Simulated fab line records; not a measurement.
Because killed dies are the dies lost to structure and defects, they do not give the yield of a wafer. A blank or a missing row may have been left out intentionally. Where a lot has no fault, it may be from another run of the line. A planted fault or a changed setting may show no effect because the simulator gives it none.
The tool behind it: which one? :: flow nand_harc :: 7 lots, 21 wafers sampled, at 2 steps of a route of 1302

## WHAT EACH GAUGE READ, for each wafer
NHARC_A_SOURCE_PLATE_THK_MEAS_06: measures by ellipsometry.
lot: L255
measured: day 8 01:14
on: film_metro-01
thk_nm (nm): 199.2 197.5 198.4

lot: L258
measured: day 9 08:14
on: film_metro-01
thk_nm (nm): 201.2 199.5 201.7

lot: L260
measured: day 10 05:23
on: film_metro-02
thk_nm (nm): 198.6 198.9 200.2

lot: L262
measured: day 11 02:47
on: film_metro-01
thk_nm (nm): 199.6 201.9 198.8

lot: L265
measured: day 12 05:54
on: film_metro-01
thk_nm (nm): 199.8 198.8 198.8

lot: L270
measured: day 14 21:56
on: film_metro-01
thk_nm (nm): 200.4 201.3 199.5

lot: L277
measured: day 17 09:11
on: film_metro-01
thk_nm (nm): 202.4 202.0 200.8

## EACH LOT AND THE TOOL THAT RAN IT (in order: tool; ch and the chambers of the sampled wafers; start)
lot: L255
NHARC_A_ZERO_WELL_RTA_16: rtp_anneal-01 ch 0, day 7 05:13

lot: L258
NHARC_A_ZERO_WELL_RTA_16: rtp_anneal-02 ch 0, day 8 09:38

lot: L260
NHARC_A_ZERO_WELL_RTA_16: rtp_anneal-02 ch 0, day 9 07:10

lot: L262
NHARC_A_ZERO_WELL_RTA_16: rtp_anneal-02 ch 0, day 10 06:05

lot: L265
NHARC_A_ZERO_WELL_RTA_16: rtp_anneal-02 ch 0, day 11 10:04

lot: L270
NHARC_A_ZERO_WELL_RTA_16: rtp_anneal-02 ch 0, day 14 02:52

lot: L277
NHARC_A_ZERO_WELL_RTA_16: rtp_anneal-02 ch 0, day 16 07:46
- NHARC_A_ZERO_WELL_RTA_16: time 10 s.

## THE ANSWER, worked out from the rows above alone
Rule: the lots themselves supply what counts as usual. The widest of any qualifying gaps counts: lots, ordered by their means at a reading, are off when they make up no more than a third of the lots, leave a main group of 4 or more, and stand apart from it by 3 or more times the standard deviation of that group's means. If all means in a main group match to the digits the tables above print for the reading, that group is not used. Also off: a lot with no number at a reading for which 4 or more lots have one. Where the step has rows for the other lots, those lots are counted as sound.
Nothing can be told from this: no lot is off at any reading shown.

## WHAT THE SIMULATOR HAD INSERTED
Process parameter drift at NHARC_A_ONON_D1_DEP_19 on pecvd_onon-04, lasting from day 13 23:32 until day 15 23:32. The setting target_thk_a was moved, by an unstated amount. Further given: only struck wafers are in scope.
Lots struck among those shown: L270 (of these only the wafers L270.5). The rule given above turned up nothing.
